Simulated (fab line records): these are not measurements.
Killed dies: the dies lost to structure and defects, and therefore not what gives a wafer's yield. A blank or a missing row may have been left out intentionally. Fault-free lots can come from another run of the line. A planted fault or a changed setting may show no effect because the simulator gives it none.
Split-lot trial ; flow n5-finfet ; on a route of 1938 steps: 7 lots, 21 wafers read

== SPLIT DETAILS ==
At N5_PASSIVATION_EXPOSE_07 (exposes mask TV, defocus 0 nm, target cd 3000 nm), the setting dose-mj was moved away from the recipe's 22.75 on 4 of the 21 wafers read, by -2.2% to +5.2%. This setting was run at the recipe's value on the other wafers.

== FROM THE SPLIT TO THE READING: what the file shows between them, 3 steps ==
- N5_PASSIVATION_PEB_08
- N5_PASSIVATION_DEVELOP_09: develop time 60 s
- N5_PASSIVATION_HARDBAKE_11: time 120 s

== THE READING ==
At N5_PASSIVATION_CD_MEAS_10: cd-nm in nanometres, against a target cd of 3000 nm. Typical for fault-free wafers on this fab line: 2999.6 nm, with standard deviation 2.2 nm.

wafer;tool, chamber at the split;dose-mj as run;against the recipe;cd-nm, nm;against lot-mates on the recipe
L076.1;krf-scanner-02, 0;22.75;recipe;3003.2;-
L076.3;krf-scanner-02, 0;22.75;recipe;3001.7;-
L076.5;krf-scanner-02, 0;22.75;recipe;3002.3;-
L089.2;krf-scanner-02, 0;22.26;-2.2%;2991.1;-9.9
L089.3;krf-scanner-02, 0;22.26;-2.2%;2996.4;-4.6
L089.4;krf-scanner-02, 0;22.75;recipe;3001.0;-
L088.2;krf-scanner-01, 0;22.75;recipe;3003.2;-
L088.3;krf-scanner-01, 0;22.75;recipe;2998.6;-
L088.4;krf-scanner-01, 0;22.75;recipe;2998.5;-
L091.1;krf-scanner-02, 0;22.75;recipe;2996.3;-
L091.4;krf-scanner-02, 0;22.75;recipe;2999.5;-
L091.6;krf-scanner-02, 0;22.75;recipe;2999.7;-
L092.1;krf-scanner-02, 0;22.75;recipe;3000.7;-
L092.3;krf-scanner-02, 0;22.75;recipe;2996.5;-
L092.6;krf-scanner-02, 0;22.75;recipe;3000.1;-
L095.1;krf-scanner-01, 0;23.93;+5.2%;3012.7;+11.4
L095.4;krf-scanner-01, 0;22.75;recipe;3002.8;-
L095.6;krf-scanner-01, 0;22.75;recipe;2999.7;-
L096.1;krf-scanner-02, 0;23.61;+3.8%;3009.4;+7.7
L096.3;krf-scanner-02, 0;22.75;recipe;3001.5;-
L096.4;krf-scanner-02, 0;22.75;recipe;3002.0;-

FIT RESULTS
A straight line over all 21 wafers: cd-nm changes by +2.52 nm for each +1% of dose-mj; r = +0.88; the points scatter about the line by 2.2 nm.
The same after taking each lot's own level away (the mean of its wafers on the recipe; 21 wafers): +2.4 nm for each +1%; r = +0.91; scatter 1.8 nm.
Per that fit: largest dose-mj move, reading shift of 12 nm.
The lots' own levels span 2998.50 to 3002.40 nm, that is 1.8 times the standard deviation above.
The two slopes agree, so the slope changes little with the lot-to-lot level.
Check: with one of the wafers moved furthest among these (+5.2%) left out of the fit, the line predicts +12.9 nm for it against its lot-mates. It came out at +11.4 nm against them.

== OTHER SPLITS APPLIED TO THESE WAFERS ==
Before the reading, these wafers also passed through other splits. Each is held against what the fit with the lots' levels taken away leaves over:
other split on the same wafers;wafers away from the commonest value;r with cd-nm (lot level and that fit taken away)
N5_BEOL_M14_PEB_26 peb-temp-c;5;+0.08
N5_BEOL_M15_TRENCH_ETCH_34 bias-w;9;+0.04
N5_MIM_BOT_ETCH_ETCH_04 time-s;7;-0.10
N5_MIM_BOT_ETCH_ETCH_00 icp-w;5;-0.03

== THE FILE'S OWN FIT ==
cd-nm changes by +2.27 nm for each +1% of dose-mj, r = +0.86.
